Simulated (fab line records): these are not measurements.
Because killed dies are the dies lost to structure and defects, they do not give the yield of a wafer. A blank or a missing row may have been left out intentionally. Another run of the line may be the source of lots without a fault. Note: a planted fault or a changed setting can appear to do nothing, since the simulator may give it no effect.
fab line records | flow n5_finfet
[record] lots = 7 wafers = 39
route steps=1938 shown FIN_CUT@169 DUMMY_GATE@237 MOL_CONTACT_COAG@588
start_h: hours from the record's opening day to when the first of the lot's shown wafers began | wait_h: hours elapsed since this lot's preceding step | " as in the row above | L1.1+2: a single row standing in for several wafers | - no value, or no start given | * or withheld: withheld | < > ~ a bound
route shown NAME@n: a module of which the file shows steps, and the number in the route of the first | usual: the fault-free wafers' mean and standard deviation | same: alike in all rows | chamber/n: place in a boat | sites: the reading at each site | _std_site: the values' standard deviation | _edge_site: mean of outer sites minus mean of inner sites | radius_mm: how far each site lies from the wafer's centre | mask NAME#n: copy n | behind: tool/chamber where the wafer was last shaped | hold: why the lot went on hold/how many hours it stayed there/how the hold came to an end | device: the n, p or np transistor that did not switch | end of line: the route-end tests of the same wafers | a step without rows: its recipe alone | killed: not the wafer's yield, but the dies lost to structure and defects at the first sort | map: dies across one wafer; x = killed, . = not, _ = none there
set.NAME: the setting that was run; set.NAME@STEP: the one run at that earlier step | model.NAME: the simulator's own value behind a step, which no gauge read
one table per step and one row per wafer, for lots whose settings were changed on purpose
[[steps]]
[step N5_FIN_CUT_ETCH_21]
[recipe] chemistry = N2/H2 target = SOC target_depth_a = 2190 overetch_a = 438 mask_material = SiARC temp_c = 40 ion_energy_ev = 100 bias_w = 61 time_s = 523.5 pressure_mtorr = 30 source_w = 850 n2_flow_sccm = 200 h2_flow_sccm = 200
[usual] rf_vpp_V = 241.0/1.2
// columns lot.wafer tool chamber start_h wait_h set.bias_w rf_vpp_V
L074.2 rie_diel-06 0 27.43 0.0 61 240.7
L074.4 " 2 " " 61 242.5
L074.6 " 1 " " 61 237.9
L075.1 rie_diel-04 0 33.13 0.0 70.96 265.0
L075.2 " 1 " " 70.96 266.7
L075.3 " 3 " " 61 242.2
L075.4 " 2 " " 70.96 265.9
L075.5 " 2 " " 61 241.6
L075.6 " 3 " " 61 241.0
L080.1 rie_diel-02 1 63.37 0.0 61 240.8
L080.2 " 0 " " 52.45 217.9
L080.3 " 2 " " 61 239.9
L080.4 " 3 " " 52.45 216.6
L080.5 " 3 " " 52.45 217.7
L080.6 " 2 " " 61 240.5
L086.1 rie_diel-04 2 108.52 0.0 61 242.9
L086.2 " 3 " " 61 241.5
L086.3 " 0 " " 72.7 269.8
L086.4 " 1 " " 61 240.8
L086.5 " 2 " " 72.7 271.8
L086.6 " 3 " " 72.7 270.3
L089.1 rie_diel-04 1 122.24 0.0 61 242.8
L089.2 " 3 " " 58.07 234.3
L089.3 " 0 " " 58.07 232.6
L089.4 " 2 " " 61 242.3
L089.5 " 2 " " 61 242.7
L089.6 " 3 " " 58.07 234.7
L091.1 rie_diel-02 2 128.88 0.0 54.89 224.2
L091.2 " 3 " " 61 241.7
L091.3 " 1 " " 61 238.9
L091.4 " 0 " " 61 240.5
L091.5 " 3 " " 54.89 224.1
L091.6 " 2 " " 54.89 222.8
L092.1 rie_diel-04 0 136.44 0.0 70.95 264.6
L092.2 " 2 " " 70.95 266.6
L092.3 " 1 " " 61 239.8
L092.4 " 3 " " 61 240.9
L092.5 " 0 " " 61 241.5
L092.6 " 3 " " 70.95 266.6
[step N5_FIN_CUT_CUT_ETCH_26]
[recipe] chemistry = CH3F/O2 target = SiNx target_depth_a = 390 mask_material = SOC time_s = 55.7 pressure_mtorr = 30 source_w = 395 bias_w = 73 Ar_flow_sccm = 150 CH3F_flow_sccm = 30 O2_flow_sccm = 20 ion_energy_ev = 120
// columns lot.wafer tool chamber start_h wait_h set.time_s model.etch.depth_nm model.SOC_of_FIN_CUT_COAT_18.thk_nm
L074.2 rie_diel-06 0 27.78 0.0 55.7 38.95 212.2
L074.4 " 2 " " 55.7 37.9 213.4
L074.6 " 1 " " 55.7 37.33 212.6
L075.1 rie_diel-04 0 33.47 0.0 55.7 37.71 212.8
L075.2 " 1 " " 43.86 31.09 215.8
L075.3 " 3 " " 43.86 30.69 215.6
L075.4 " 2 " " 55.7 38.55 211.8
L075.5 " 2 " " 43.86 29.9 215.8
L075.6 " 3 " " 55.7 38.94 211.6
L080.1 rie_diel-02 1 63.71 0.0 55.7 39.4 212.2
L080.2 " 0 " " 55.7 38.9 211.8
L080.3 " 2 " " 55.7 37.57 212.8
L080.4 " 3 " " 55.7 39.69 211.6
L080.5 " 3 " " 55.7 39.82 211.6
L080.6 " 2 " " 55.7 37.42 212.2
L086.1 rie_diel-04 2 108.87 0.0 55.7 38.22 211.2
L086.2 " 3 " " 61.82 42.41 209.2
L086.3 " 0 " " 61.82 42.3 209.6
L086.4 " 1 " " 55.7 39.11 211
L086.5 " 2 " " 55.7 38.2 211.8
L086.6 " 3 " " 61.82 42.76 209
L089.1 rie_diel-04 1 122.59 0.0 55.7 38.79 211.4
L089.2 " 3 " " 55.7 38.38 212
L089.3 " 0 " " 44.16 29.96 215.8
L089.4 " 2 " " 44.16 29.83 215.6
L089.5 " 2 " " 44.16 29.91 215.2
L089.6 " 3 " " 55.7 38.03 211.4
L091.1 rie_diel-02 2 129.23 0.0 52.21 35.65 212.8
L091.2 " 3 " " 55.7 39.78 211
L091.3 " 1 " " 55.7 39.95 210.6
L091.4 " 0 " " 52.21 36.96 212.6
L091.5 " 3 " " 52.21 37.39 211.6
L091.6 " 2 " " 55.7 37.77 211.4
L092.1 rie_diel-04 0 136.78 0.0 55.7 38.01 212.6
L092.2 " 2 " " 61.74 41.92 210
L092.3 " 1 " " 55.7 39.2 211
L092.4 " 3 " " 61.74 42.77 210.2
L092.5 " 0 " " 55.7 37.94 211.8
L092.6 " 3 " " 61.74 43.04 209.4
[step N5_DUMMY_GATE_ETCH_37]
[recipe] chemistry = N2/H2 target = SOC target_depth_a = 600 overetch_a = 300 temp_c = 40 ion_energy_ev = 200 pressure_mtorr = 30 source_w = 840 bias_w = 150 n2_flow_sccm = 200 h2_flow_sccm = 200
[usual] rf_vpp_V = 523.9/2.3
// columns lot.wafer tool chamber start_h wait_h set.source_w rf_vpp_V
L074.2 rie_diel-04 2 46.21 0.0 840 525.7
L074.4 " 1 " " 840 525.5
L074.6 " 3 " " 840 526.4
L075.1 rie_diel-04 2 54.67 0.0 840 526.7
L075.2 " 1 " " 840 524.5
L075.3 " 3 " " 840 527.2
L075.4 " 0 " " 840 524.7
L075.5 " 2 " " 840 525.7
L075.6 " 3 " " 840 526.0
L080.1 rie_diel-02 0 82.98 0.0 963.2 501.6
L080.2 " 1 " " 840 521.5
L080.3 " 3 " " 840 522.7
L080.4 " 2 " " 840 523.9
L080.5 " 0 " " 963.2 500.6
L080.6 " 1 " " 963.2 499.3
L086.1 rie_diel-06 0 127.64 0.0 788.8 532.8
L086.2 " 3 " " 840 521.6
L086.3 " 1 " " 840 520.2
L086.4 " 0 " " 788.8 533.6
L086.5 " 1 " " 840 519.6
L086.6 " 3 " " 788.8 531.7
L089.1 rie_diel-02 3 141.37 0.0 840 521.2
L089.2 " 1 " " 840 521.3
L089.3 " 0 " " 840 523.5
L089.4 " 2 " " 840 524.1
L089.5 " 3 " " 840 521.3
L089.6 " 0 " " 840 523.2
L091.1 rie_diel-02 0 149.26 0.0 840 524.1
L091.2 " 2 " " 840 523.7
L091.3 " 1 " " 840 522.7
L091.4 " 3 " " 840 522.8
L091.5 " 1 " " 840 521.6
L091.6 " 2 " " 840 523.6
L092.1 rie_diel-04 1 155.37 0.0 840 525.2
L092.2 " 0 " " 840 522.1
L092.3 " 3 " " 840 526.8
L092.4 " 2 " " 840 526.0
L092.5 " 0 " " 840 522.3
L092.6 " 1 " " 840 524.4
[step N5_MOL_CONTACT_COAG_ETCH_47]
[recipe] chemistry = CH3F/O2 target = SiNx target_depth_a = 270 mask_material = SiO2 stop_on = W over_etch_frac = 0.2 ion_energy_ev = 120 endpoint = OES-CN pressure_mtorr = 30 source_w = 395 bias_w = 73 Ar_flow_sccm = 150 CH3F_flow_sccm = 30 O2_flow_sccm = 20 ends = end_point
[usual] rf_vpp_V = 296/5.4
// columns lot.wafer tool chamber start_h wait_h set.source_w rf_vpp_V
L074.2 rie_diel-05 0 105.12 0.0 395 296
L074.4 " 3 " " 395 298
L074.6 " 1 " " 395 295
L075.1 rie_diel-05 2 111.14 0.0 453.5 279
L075.2 " 0 " " 453.5 278
L075.3 " 1 " " 395 296
L075.4 " 1 " " 395 296
L075.5 " 2 " " 453.5 279
L075.6 " 0 " " 395 296
L080.1 rie_diel-01 3 136.83 0.0 395 290
L080.2 " 0 " " 395 296
L080.3 " 1 " " 421.2 293
L080.4 " 0 " " 421.2 286
L080.5 " 3 " " 421.2 280
L080.6 " 1 " " 395 304
L086.1 rie_diel-03 3 182.80 0.0 395 293
L086.2 " 2 " " 470.2 265
L086.3 " 0 " " 395 304
L086.4 " 1 " " 470.2 276
L086.5 " 2 " " 470.2 264
L086.6 " 3 " " 395 291
L089.1 rie_diel-03 2 193.72 0.0 373.1 297
L089.2 " 1 " " 373.1 307
L089.3 " 0 " " 373.1 312
L089.4 " 3 " " 395 292
L089.5 " 1 " " 395 300
L089.6 " 2 " " 395 288
L091.1 rie_diel-01 2 201.39 0.0 395 302
L091.2 " 3 " " 395 293
L091.3 " 0 " " 395 296
L091.4 " 2 " " 395 301
L091.5 " 3 " " 395 294
L091.6 " 0 " " 395 296
L092.1 rie_diel-01 3 209.31 0.0 395 293
L092.2 " 0 " " 429.4 285
L092.3 " 2 " " 395 302
L092.4 " 1 " " 395 302
L092.5 " 3 " " 429.4 283
L092.6 " 0 " " 429.4 284
[[key]]
[split] step = N5_FIN_CUT_ETCH_21 setting = bias_w stated = 61 by = wafer
[response] step = N5_FIN_CUT_ETCH_21 reading = rf_vpp_V change = +1.55 per = 1% r = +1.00
[split] step = N5_FIN_CUT_CUT_ETCH_26 setting = time_s stated = 55.7 by = wafer
[response] step = N5_FIN_CUT_CUT_ETCH_26 reading = model.etch.depth_nm change = +0.386 per = 1% r = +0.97
[response] step = N5_FIN_CUT_CUT_ETCH_26 reading = model.SOC_of_FIN_CUT_COAT_18.thk_nm change = -0.183 per = 1% r = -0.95
[split] step = N5_DUMMY_GATE_ETCH_37 setting = source_w stated = 840 by = wafer
[response] step = N5_DUMMY_GATE_ETCH_37 reading = rf_vpp_V change = -1.59 per = 1% r = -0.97
[split] step = N5_MOL_CONTACT_COAG_ETCH_47 setting = source_w stated = 395 by = wafer
[response] step = N5_MOL_CONTACT_COAG_ETCH_47 reading = rf_vpp_V change = -1.41 per = 1% r = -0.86
